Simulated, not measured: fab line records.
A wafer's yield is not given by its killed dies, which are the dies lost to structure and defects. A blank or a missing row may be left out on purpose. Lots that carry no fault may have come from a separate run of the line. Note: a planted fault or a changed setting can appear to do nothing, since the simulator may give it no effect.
Matching of chambers :: flow n5 finfet :: N5_BEOL_M3_VIA_ETCH_34 on rie diel-06 has 4 sister chambers
The step etches the open film in C4F6/O2, target depth 69.4 nm, time 65.9 s. 4 wafers are shown with their chamber, then 8 later ones without.

## WAFERS PAIRED WITH THEIR CHAMBERS
wafer: L084.4
chamber: 1
showerhead plenum p Torr (Torr): 2.99

wafer: L085.3
chamber: 3
showerhead plenum p Torr (Torr): 2.77

wafer: L085.5
chamber: 0
showerhead plenum p Torr (Torr): 2.80

wafer: L093.2
chamber: 2
showerhead plenum p Torr (Torr): 2.74

## WAFERS WITHOUT THEIR CHAMBER
wafer: L093.4
showerhead plenum p Torr (Torr): 2.98

wafer: L093.5
showerhead plenum p Torr (Torr): 2.74

wafer: L094.2
showerhead plenum p Torr (Torr): 2.98

wafer: L094.4
showerhead plenum p Torr (Torr): 2.74

wafer: L094.6
showerhead plenum p Torr (Torr): 2.98

wafer: L097.4
showerhead plenum p Torr (Torr): 2.74

wafer: L097.5
showerhead plenum p Torr (Torr): 2.76

wafer: L097.6
showerhead plenum p Torr (Torr): 2.79

## EACH ONE'S CHAMBER
wafer: L093.4
from the rows above: 1
in truth: 1

wafer: L093.5
from the rows above: 2
in truth: 2

wafer: L094.2
from the rows above: 1
in truth: 1

wafer: L094.4
from the rows above: 2
in truth: 2

wafer: L094.6
from the rows above: 1
in truth: 1

wafer: L097.4
from the rows above: 2
in truth: 2

wafer: L097.5
from the rows above: can't be placed: 3 or 2
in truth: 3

wafer: L097.6
from the rows above: can't be placed: 0 or 3
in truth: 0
Correctly placed: 6 of 8. From these rows, 2 cannot be placed; in 2 the true chamber is one of the candidates. Wrongly placed: 0.
How it was worked out, from the rows above alone: a wafer's distance from a chamber is the root of the sum, over the readings, of the square of ((its reading less the chamber's mean) divided by the reading's scatter). If the next closest chamber is less than 2 further off than the closest, the wafer can't be placed; otherwise it belongs to the closest. Each chamber's mean is taken over the wafers shown for it. The scatter (one wafer shown for each chamber): square how far every hidden wafer sits from the nearest shown wafer, average those squares and take the square root.
